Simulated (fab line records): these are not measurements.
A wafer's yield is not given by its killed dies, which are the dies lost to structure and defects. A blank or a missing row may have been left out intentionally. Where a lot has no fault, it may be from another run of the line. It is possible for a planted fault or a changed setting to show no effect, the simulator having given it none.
A struck lot beside a sound one ; flow n5_finfet ; 16 steps out of a route of 1938
Sound: these wafers, L284.1, L284.3, L284.4. Struck: wafer L276.2. (L276.3, L276.4 of the same lot were not struck and are left out.) The cause comes at the end.
For every step that has rows: the tool of each side, followed by ch and its chambers, followed by its first start. Under that, the readings that differ: sound wafers ; struck wafers ; difference of the means ; sigmas: that difference in standard deviations of wafers without a fault.
alike: words and numbers the same on both sides, and readings whose means are apart by under 2 such deviations; not compared: readings that were withheld, readings missing a value for some wafer, numbers with overlapping values and no deviation given by the record, and bounds like >300 which may hide the same value.
A row with sigmas, a row that says differs or no value, or rows on one side alone: a step with any of these is where the two part. When numbers do not overlap yet have no deviation, they are printed without sigmas and do not part them. Lack of a reading on every wafer of one side parts them only where that side has two or more wafers.

N5_HKMG_FIN_STRIP_34: strips in CF4.
  sound on rie_diel-02 ch 0,2,3, day 8 20:32; struck on rie_diel-04 ch 3, day 7 02:23
  alike: drypump_motor_current_A, oes_product_au, rf_vpp_V, showerhead_plenum_p_Torr, throttle_valve_pct
  not compared: rf_hours_counter_h
then, 1 step without rows for these wafers: N5_HKMG_FIN_ETCH_35 (etches SOC in N2/H2, target depth 215.8 nm, time 243.4 s).
N5_HKMG_FIN_STRIP_92: strips SOC in N2/H2, time 20 s.
  sound on rie_diel-02 ch 0,2,3, day 8 20:42; struck on rie_diel-04 ch 3, day 7 02:34
  alike: drypump_motor_current_A, oes_product_au, rf_vpp_V, showerhead_plenum_p_Torr, throttle_valve_pct
  not compared: rf_hours_counter_h
then, 2 steps without rows for these wafers: N5_HKMG_FIN_WET_ETCH_18 (etches TiN in SC1, time 55 s, target depth 5.2 nm, rinse time 30 s); N5_HKMG_FIN_STRIP_19 (strips in N2/H2, time 360 s).
N5_HKMG_FIN_ALD_91: deposits TiN, target thk 1 nm, pulse time 1 s, purge time 3 s.
  sound on ald_metal-02 ch 1,2,3, day 8 21:14; struck on ald_metal-02 ch 0, day 7 03:05
  alike: chamber_pressure_Torr, heater_power_w, precursor_pulse_height_rel
  not compared: ald_cycles
then, 2 steps without rows for these wafers: N5_HKMG_FIN_COAT_85 (time 60 s, resist thk 300 nm); N5_HKMG_FIN_ETCH_86 (etches SOC in N2/H2, stops on TiN, target depth 393.2 nm).
N5_HKMG_FIN_STRIP_89: strips SOC in N2/H2, time 20 s.
  sound on rie_diel-02 ch 0,2,3, day 8 21:43; struck on rie_diel-05 ch 2, day 7 03:29
  alike: drypump_motor_current_A, oes_product_au, rf_vpp_V, showerhead_plenum_p_Torr, throttle_valve_pct
  not compared: rf_hours_counter_h
then, 2 steps without rows for these wafers: N5_HKMG_FIN_WET_ETCH_87 (etches TiN in SC1, time 154.2 s, target depth 4.7 nm, rinse time 30 s); N5_HKMG_FIN_STRIP_88 (strips in N2/H2, time 360 s).
N5_HKMG_FIN_NWFM_ALD_20: deposits TiAlC, target thk 2 nm, pulse time 3 s, purge time 2 s.
  sound on ald_metal-01 ch 0,2,3, day 8 22:18; struck on ald_metal-03 ch 1, day 7 04:04
  alike: chamber_pressure_Torr, heater_power_w, precursor_pulse_height_rel
  not compared: ald_cycles
N5_HKMG_FIN_ALD_71: deposits TiN, target thk 1 nm, pulse time 1 s, purge time 3 s.
  sound on ald_metal-01 ch 0,2,3, day 8 22:23; struck on ald_metal-03 ch 1, day 7 04:10
reading;sound;struck;difference;sigmas
ald_cycles;47 47 47;56;+9;
  alike: chamber_pressure_Torr, heater_power_w, precursor_pulse_height_rel
then, 1 step without rows for these wafers: N5_HKMG_FIN_COAT_66 (time 60 s, resist thk 300 nm).
-- here the record skips 4 days between the struck wafers' starts before and after, leaving off in module HKMG_FIN and picking up in module BEOL_M4 (first step shown: number 1111 of the route) --
N5_BEOL_M4_RC_MEAS_101:
  sound on prober-02 ch 0, day 12 15:07; struck on prober-01 ch 0, day 11 08:46
  alike: DIBL_N, DIBL_P, IOFF_N, IOFF_P, ION_N, ION_P, SS_N, SS_P, VT_N, VT_P
N5_PASSIVATION_PROBE_49:
  sound wafers here have rows in the record (prober-01, day 17 02:43); struck ones have none

WHERE THEY PART
N5_PASSIVATION_PROBE_49 only, going by this record.

WHY: whatever the simulator had introduced
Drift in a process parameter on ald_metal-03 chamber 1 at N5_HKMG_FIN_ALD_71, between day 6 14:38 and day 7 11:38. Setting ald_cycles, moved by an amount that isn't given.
